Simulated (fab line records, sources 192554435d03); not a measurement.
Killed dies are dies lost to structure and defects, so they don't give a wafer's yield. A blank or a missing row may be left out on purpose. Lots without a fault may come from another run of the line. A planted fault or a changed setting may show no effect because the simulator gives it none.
fab line records | flow n5_finfet
record lots=6 wafers=18 last_day=20
route steps=1938 shown BEOL_M6@1221 PASSIVATION@1936
lots that met no fault: from a run of the same line without faults
start_h: hours from the record's first day to the start of the lot's first wafer shown | wait_h: hours since the lot's step before | " the same as in the row above | L1.1+2: a row that stands for several wafers | - no value, or no start given | * or withheld: withheld | < > ~ a bound
route shown NAME@n: a module of which the file shows steps, and the number in the route of the first | usual: mean/standard deviation of fault-free wafers | same: alike in all rows | chamber/n: place in a boat | sites: the reading at each site | _std_site: their standard deviation | _edge_site: outer sites' mean less inner sites' | radius_mm: how far each site lies from the wafer's centre | mask NAME#n: copy n | behind: the tool/chamber that last shaped the wafer | hold: why the lot was held/for how many hours/how that ended | device: the transistor (n, p or np) that didn't switch | end of line: the same wafers' tests at the end of the route | a step without rows: its recipe alone | killed: dies lost to structure and defects at the first sort, not the wafer's yield | map: a wafer's dies, x killed, . not, _ none there
set.NAME: the setting as run; set.NAME@STEP: as run at that earlier step | model.NAME: the simulator's own value behind a step, which no gauge read
lots at some steps of the route; a table a step, a row a wafer
services: from which hour (start_h, from the record's first day; less than 0 if before it) a tool's chamber was out of use, for how many hours, and why
## steps
# step N5_BEOL_M6_COAT_22
# recipe resist=CAR-EUV spin_rpm=1500 resist_thk_nm=30
# step N5_BEOL_M6_EBR_24
# recipe solvent=PGMEA ebr_width_mm=1.5
# step N5_BEOL_M6_SOFTBAKE_23
# recipe temp_c=110 time_s=60 resist=CAR-EUV
# step N5_BEOL_M6_EXPOSE_25
# recipe mask_id=V5 na=0.33 source_shape=annular sigma_inner=0.4 sigma_outer=0.8 polarization=unpolarized target_cd_nm=40 dose_mj=45
# step N5_BEOL_M6_PEB_26
# recipe peb_temp_c=100 peb_time_s=60 resist=CAR-EUV
# step N5_BEOL_M6_DEVELOP_27
# recipe develop_time_s=30 developer=TMAH resist=CAR-EUV rinse_liquid=surfactant_rinse dry=air_spin dev_temp_c=23
# step N5_BEOL_M6_CD_MEAS_28
# recipe target_cd_nm=40 landing_energy_ev=500 detector=se_inlens
# usual cd_nm=39.98/0.22
# columns lot.wafer tool chamber start_h wait_h cd_nm
L813.2 cd_sem-03 0 228.71 - 40.12
L813.3 " 0 " " 40.17
L813.4 " 0 " " 39.74
L822.2 cd_sem-02 0 302.01 - 40.03
L822.4 " 0 " " 39.88
L822.6 " 0 " " 40.08
L824.1 cd_sem-01 0 337.39 - 40.31
L824.2 " 0 " " 40.02
L824.6 " 0 " " 40.05
L832.2 cd_sem-03 0 365.85 - 39.88
L832.4 " 0 " " 40.22
L832.5 " 0 " " 39.94
L835.1 cd_sem-01 0 384.94 - 40.45
L835.4 " 0 " " 39.97
L835.6 " 0 " " 40.20
L834.3 cd_sem-03 0 387.15 - 39.96
L834.5 " 0 " " 39.93
L834.6 " 0 " " 39.89
# step N5_BEOL_M6_OVL_MEAS_29
# recipe points_per_wafer=522
# usual V5_OVL=-0.4/0.66
# same points_per_wafer=522
# columns lot.wafer tool chamber start_h wait_h V5_OVL[nm]
L813.2 overlay-01 0 228.75 0.0 -0.3
L813.3 " 0 " " 0.4
L813.4 " 0 " " 0.3
L822.2 overlay-02 0 302.04 0.0 -0.3
L822.4 " 0 " " 1.0
L822.6 " 0 " " 0.4
L824.1 overlay-01 0 337.42 0.0 -1.0
L824.2 " 0 " " -0.8
L824.6 " 0 " " -0.3
L832.2 overlay-01 0 365.88 0.0 -0.6
L832.4 " 0 " " 0.0
L832.5 " 0 " " 0.5
L835.1 overlay-01 0 384.97 0.0 -0.3
L835.4 " 0 " " -0.2
L835.6 " 0 " " 0.2
L834.3 overlay-01 0 387.19 0.0 0.2
L834.5 " 0 " " -0.2
L834.6 " 0 " " -0.9
# step N5_BEOL_M6_INSPECT_30
# recipe mode=adi inspect_instrument=brightfield
# usual raw_defect_count=398/95
# columns lot.wafer tool chamber start_h wait_h raw_defect_count
L813.2 defect_inspect-01 - 228.80 0.0 492
L813.3 " - " " 376
L813.4 " - " " 452
L822.2 defect_inspect-02 - 302.10 0.0 342
L822.4 " - " " 469
L822.6 " - " " 384
L824.1 defect_inspect-01 - 337.48 0.1 438
L824.2 " - " " 431
L824.6 " - " " 496
L832.2 defect_inspect-02 - 365.93 0.0 507
L832.4 " - " " 502
L832.5 " - " " 533
L835.1 defect_inspect-02 - 385.03 0.1 390
L835.4 " - " " 285
L835.6 " - " " 463
L834.3 defect_inspect-02 - 387.23 0.0 256
L834.5 " - " " 215
L834.6 " - " " 222
# step N5_BEOL_M6_DESCUM_33
# recipe chemistry=O2 time_s=7 source_power_w=50 bias_power_w=20 pressure_mtorr=20 rf_frequency_hz=2.712e+07 temp_c=40 resist=CAR-EUV o2_flow_sccm=225
# usual bias_power_w=20.00/0.07 drypump_motor_current_A=5.8/0.58 oes_product_au=0.79/0.091 rf_fwd_power_W=49.46/0.25 rf_vpp_V=243.3/1.2 showerhead_plenum_p_Torr=2.09/0.064 throttle_valve_pct=20.41/0.24
# columns lot.wafer tool chamber start_h wait_h bias_power_w drypump_motor_current_A oes_product_au rf_fwd_power_W rf_hours_counter_h rf_vpp_V showerhead_plenum_p_Torr throttle_valve_pct
L813.2 rie_diel-03 3 228.83 0.0 20.16 6.3 0.72 49.71 198 243.0 2.08 20.25
L813.3 " 0 " " 19.87 5.2 0.73 49.37 196 243.3 2.06 20.01
L813.4 " 1 " " 19.90 4.9 0.85 49.29 72 244.6 2.20 20.44
L822.2 rie_diel-03 2 302.13 0.0 20.07 6.5 0.95 49.74 12 244.6 2.15 20.25
L822.4 " 0 " " 19.97 5.2 0.70 49.35 220 241.4 2.06 20.06
L822.6 " 0 " " 20.05 5.2 0.70 49.30 - 242.8 2.06 20.05
L824.1 rie_diel-01 1 337.52 0.0 19.84 6.5 0.88 49.98 50 244.0 2.05 20.18
L824.2 " 0 " " 20.07 6.0 0.81 48.90 74 242.9 2.03 20.33
L824.6 " 0 " " 20.11 6.0 0.81 48.76 - 241.8 2.03 20.32
L832.2 rie_diel-01 0 365.97 0.0 20.03 6.0 0.82 48.95 85 241.8 2.02 20.33
L832.4 " 1 " " 19.94 6.5 0.88 49.53 60 242.3 2.04 20.19
L832.5 " 1 " " 20.04 6.5 0.87 49.61 - 243.1 2.04 20.17
L835.1 rie_diel-03 0 385.18 0.1 20.01 5.2 0.68 49.63 244 243.3 2.05 20.09
L835.4 " 0 " " 20.04 5.2 0.68 49.58 - 242.2 2.05 20.10
L835.6 " 2 " " 19.94 6.5 0.87 49.54 - 244.6 2.14 20.29
L834.3 rie_diel-01 3 387.30 0.1 20.05 5.8 0.96 49.85 12 242.9 2.05 20.34
L834.5 " 1 " " 19.86 6.5 0.86 49.75 - 241.0 2.04 20.20
L834.6 " 3 " " 19.94 5.8 0.97 49.75 - 242.8 2.05 20.35
# step N5_BEOL_M6_ETCH_72
# recipe chemistry=N2/H2 target=underlayer target_depth_a=65 mask_material=CAR-EUV time_s=5.2 ion_energy_ev=200 pressure_mtorr=30 source_w=840 bias_w=150 n2_flow_sccm=200 h2_flow_sccm=200 ends=cleared
# usual bias_w=150.0/0.4 drypump_motor_current_A=5.8/0.58 etch_rf_on_time_s=5.21/0.11 oes_product_au=0.67/0.078 rf_fwd_power_W=819.1/2.5 rf_vpp_V=523.6/2.4 showerhead_plenum_p_Torr=2.54/0.076 throttle_valve_pct=17.83/0.24
# columns lot.wafer tool chamber start_h wait_h bias_w drypump_motor_current_A etch_rf_on_time_s oes_product_au rf_fwd_power_W rf_hours_counter_h rf_vpp_V showerhead_plenum_p_Torr throttle_valve_pct
L813.2 rie_diel-03 3 228.87 0.0 149.9 6.2 5.35 0.60 816.7 198 522.5 2.53 17.68
L813.3 " 0 " " 149.8 5.2 5.31 0.61 819.3 196 521.9 2.52 17.55
L813.4 " 1 " " 150.1 4.9 5.08 0.73 823.2 72 526.8 2.68 17.82
L822.2 rie_diel-03 2 302.16 0.0 149.7 6.5 5.09 0.81 821.6 12 525.1 2.60 17.62
L822.4 " 0 " " 149.5 5.2 5.37 0.58 817.0 220 524.3 2.52 17.60
L822.6 " 0 " " 150.3 5.2 5.33 0.58 818.5 - 526.4 2.51 17.62
L824.1 rie_diel-01 1 337.55 0.0 150.6 6.5 5.17 0.75 818.9 50 522.7 2.47 17.47
L824.2 " 0 " " 150.2 6.1 5.16 0.69 822.4 74 522.3 2.47 17.83
L824.6 " 0 " " 149.8 6.0 5.15 0.69 822.2 - 521.3 2.47 17.84
L832.2 rie_diel-01 0 366.00 0.0 149.7 6.0 5.18 0.68 822.8 85 521.7 2.47 17.86
L832.4 " 1 " " 150.3 6.5 5.12 0.73 822.9 60 520.5 2.47 17.48
L832.5 " 1 " " 150.1 6.5 5.11 0.73 821.9 - 523.8 2.47 17.47
L835.1 rie_diel-03 0 385.21 0.0 150.3 5.1 5.31 0.58 825.1 244 521.0 2.50 17.66
L835.4 " 0 " " 150.0 5.2 5.33 0.57 818.2 - 520.9 2.50 17.64
L835.6 " 2 " " 150.7 6.5 5.06 0.75 817.6 - 526.1 2.59 17.65
L834.3 rie_diel-01 3 387.33 0.0 150.0 5.8 5.09 0.82 819.6 12 523.5 2.49 17.75
L834.5 " 1 " " 149.4 6.5 5.07 0.74 819.0 - 522.3 2.47 17.49
L834.6 " 3 " " 149.6 5.8 5.05 0.82 820.2 - 522.3 2.49 17.70
# step N5_BEOL_M6_ETCH_65
# recipe chemistry=CF4 target=SiARC target_depth_a=156 mask_material=CAR-EUV time_s=26 ion_energy_ev=80 pressure_mtorr=40 source_w=545 bias_w=36 Ar_flow_sccm=100 cf4_flow_sccm=100 ends=cleared
# usual bias_w=35.99/0.11 cf4_flow_sccm=100.01/0.28 drypump_motor_current_A=5.8/0.58 etch_rf_on_time_s=26.0/0.52 oes_product_au=0.67/0.079 rf_fwd_power_W=533.0/2.3 rf_vpp_V=184.0/1.1 showerhead_plenum_p_Torr=2.14/0.061 throttle_valve_pct=15.60/0.22
# columns lot.wafer tool chamber start_h wait_h bias_w cf4_flow_sccm drypump_motor_current_A etch_rf_on_time_s oes_product_au rf_fwd_power_W rf_hours_counter_h rf_vpp_V showerhead_plenum_p_Torr throttle_valve_pct
L813.2 rie_diel-03 3 228.88 0.0 36.08 99.92 6.2 26.0 0.62 536.2 198 183.5 2.13 15.49
L813.3 " 0 " " 35.92 99.92 5.2 26.2 0.61 536.0 196 183.5 2.13 15.38
L813.4 " 1 " " 36.00 99.64 4.9 25.2 0.74 529.9 72 184.8 2.25 15.64
L822.2 rie_diel-03 2 302.18 0.0 35.91 100.80 6.6 25.7 0.80 531.7 13 183.4 2.19 15.36
L822.4 " 0 " " 35.89 100.03 5.2 26.6 0.59 534.5 220 183.5 2.13 15.43
L822.6 " 0 " " 35.95 99.51 5.2 27.0 0.59 538.8 - 184.2 2.13 15.44
L824.1 rie_diel-01 1 337.57 0.0 35.97 99.62 6.5 25.6 0.75 531.2 50 183.7 2.10 15.32
L824.2 " 0 " " 36.03 99.98 6.0 25.7 0.70 528.9 74 183.1 2.08 15.48
L824.6 " 0 " " 35.91 99.71 6.0 26.0 0.69 530.3 - 183.2 2.08 15.46
L832.2 rie_diel-01 0 366.02 0.0 35.99 100.08 6.0 26.2 0.68 531.4 85 183.0 2.07 15.50
L832.4 " 1 " " 36.11 99.81 6.5 25.8 0.73 536.5 60 184.5 2.10 15.34
L832.5 " 1 " " 36.01 99.50 6.5 25.6 0.73 535.6 - 183.7 2.10 15.36
L835.1 rie_diel-03 0 385.23 0.0 36.02 100.05 5.2 26.5 0.57 534.4 244 183.7 2.12 15.49
L835.4 " 0 " " 35.94 99.99 5.2 26.5 0.57 535.1 - 182.1 2.12 15.47
L835.6 " 2 " " 35.95 99.77 6.5 25.0 0.76 532.9 - 182.5 2.18 15.42
L834.3 rie_diel-01 3 387.35 0.0 36.01 100.63 5.8 25.6 0.83 533.1 12 184.6 2.10 15.45
L834.5 " 1 " " 35.88 99.40 6.5 25.9 0.72 535.3 - 183.5 2.09 15.38
L834.6 " 3 " " 35.93 100.48 5.8 25.8 0.82 535.3 - 185.0 2.10 15.44
# step N5_BEOL_M6_ETCH_66
# recipe chemistry=N2/H2 target=SOC target_depth_a=800 overetch_a=160 mask_material=SiARC temp_c=40 time_s=120 ion_energy_ev=200 pressure_mtorr=30 source_w=840 bias_w=150 n2_flow_sccm=200 h2_flow_sccm=200
# usual bias_w=150.0/0.47 drypump_motor_current_A=5.8/0.58 oes_product_au=0.60/0.065 rf_fwd_power_W=836.3/2.7 rf_vpp_V=523.8/2.3 showerhead_plenum_p_Torr=2.54/0.076 throttle_valve_pct=17.79/0.24
# columns lot.wafer tool chamber start_h wait_h bias_w drypump_motor_current_A oes_product_au rf_fwd_power_W rf_hours_counter_h rf_vpp_V showerhead_plenum_p_Torr throttle_valve_pct model.SiARC_of_BEOL_M6_COAT_64.thk_nm
L813.2 rie_diel-03 3 228.91 0.0 149.7 6.3 0.55 836.1 198 522.2 2.53 17.66 6.6
L813.3 " 0 " " 149.7 5.2 0.55 837.1 196 523.5 2.52 17.51 6.4
L813.4 " 1 " " 149.9 4.9 0.64 839.3 72 527.3 2.69 17.77 6.4
L822.2 rie_diel-03 2 302.21 0.0 150.7 6.5 0.71 837.2 13 524.8 2.60 17.57 6.2
L822.4 " 0 " " 150.8 5.2 0.54 838.7 220 522.8 2.52 17.55 6.6
L822.6 " 0 " " 149.5 5.2 0.54 837.9 - 524.1 2.51 17.57 6.6
L824.1 rie_diel-01 1 337.60 0.0 150.1 6.5 0.67 839.1 50 520.9 2.47 17.42 6.4
L824.2 " 0 " " 150.7 6.0 0.62 832.9 74 520.8 2.47 17.81 6.4
L824.6 " 0 " " 150.4 6.0 0.63 834.3 - 519.8 2.47 17.81 6.4
L832.2 rie_diel-01 0 366.05 0.0 143.8 6.0 0.61 832.9 85 507.4 2.47 17.83 6.8
L832.4 " 1 " " 143.7 6.5 0.65 835.1 60 507.9 2.47 17.44 6.6
L832.5 " 1 " " 143.7 6.5 0.65 835.7 - 508.6 2.47 17.42 6.6
L835.1 rie_diel-03 0 385.26 0.0 150.7 5.2 0.52 840.8 244 521.9 2.50 17.60 6.4
L835.4 " 0 " " 149.7 5.2 0.52 838.7 - 522.6 2.50 17.59 6.4
L835.6 " 2 " " 149.7 6.5 0.67 833.2 - 525.7 2.58 17.61 6
L834.3 rie_diel-01 3 387.38 0.0 143.7 5.8 0.72 837.1 12 509.0 2.49 17.70 6.6
L834.5 " 1 " " 144.5 6.5 0.65 839.5 - 507.1 2.47 17.45 6.8
L834.6 " 3 " " 143.6 5.8 0.73 838.6 - 508.0 2.49 17.68 6.6
# step N5_BEOL_M6_STRIP_69
# recipe chemistry=N2/H2 temp_c=40 n2_flow_sccm=200 h2_flow_sccm=200 rf_frequency_hz=6e+07
# step N5_PASSIVATION_PROBE_49
# usual defect_limited_yield=91.2/1.4 killed_at_M0_to_M3=36/11 killed_at_M4_up=14/5.6 killed_at_contacts=12/5.9 killed_at_front_end=38/13 killed_at_other=3.5/2.7 killed_dies=104/17 killed_open=68/12 killed_short=34/8.2 sort_bin_5_function=5.1/0.95 sort_bin_6_memory=3.3/0.7 sort_bin_8_speed=0.00/0.007 sort_n_pass=1076/17 sort_yield_pct=91.2/1.4
# same gross_dies=1180 killed_at_back_side=0 sort_bin_4_leakage[%]=0
# columns lot.wafer tool chamber start_h wait_h defect_limited_yield[%] killed_at_M0_to_M3 killed_at_M4_up killed_at_contacts killed_at_front_end killed_at_other killed_dies killed_open killed_short sort_bin_5_function[%] sort_bin_6_memory[%] sort_bin_8_speed[%] sort_n_pass sort_yield_pct[%]
L832.2 prober-01 - 453.11 0.1 91.5 34 10 16 37 3 100 68 30 4.5 3.7 0 1080 91.5
# killed by level:class
L832.2 STI_FIN_REVEAL:geometric_particle:open=14 MOL_CONTACT_COAG:geometric_particle:open=9 BEOL_M0_SAQP:geometric_particle:short=8 MOL_CONTACT_COAG:geometric_particle:short=7 BEOL_M3:geometric_particle:open=7 BEOL_M4:geometric_particle:open=6 GATE_CUT:geometric_particle:open=6 FIN_SAQP:geometric_particle:open=5
## services
# columns tool chamber start_h hours kind
rie_diel-01 1 219.97 25.1 repair
rie_diel-03 2 248.78 - clean
rie_diel-03 2 248.78 - consumable_replace:focus_ring
rie_diel-03 2 248.78 19.9 scheduled_down
rie_diel-03 2 248.78 19.9 vent_cycle
rie_diel-01 0 320.42 4.8 repair
rie_diel-01 3 332.24 - clean
rie_diel-01 3 332.24 - consumable_replace:focus_ring
rie_diel-01 3 332.24 21.6 scheduled_down
rie_diel-01 3 332.24 21.6 vent_cycle
rie_diel-01 - 351.87 2.8 pm
rie_diel-03 3 381.15 - clean
rie_diel-03 3 381.15 - consumable_replace:focus_ring
rie_diel-03 3 381.15 31.9 scheduled_down
rie_diel-03 3 381.15 31.9 vent_cycle
## key
first_sign step=N5_BEOL_M6_ETCH_66 reading=bias_w direction=down sigmas=13 usual=* struck=*
effect step=N5_BEOL_M6_ETCH_66 reading=rf_vpp_V direction=down sigmas=6.9 usual=523.8 struck=508.0
model_effect step=N5_BEOL_M6_ETCH_66 value=SiARC_of_BEOL_M6_COAT_64.thk_nm without=6.367 struck=6.667
met_at N5_BEOL_M6_ETCH_66
struck_wafers L832.2,L832.4,L832.5,L834.3,L834.5,L834.6
onset_between 337.60 366.05
fault kind=process_parameter_drift tool=rie_diel-01 chamber=- onset_h=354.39 steps=N5_BEOL_M6_ETCH_66 channel=bias_w offset=* shape=step end_h=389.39 acts_in=* stated=*
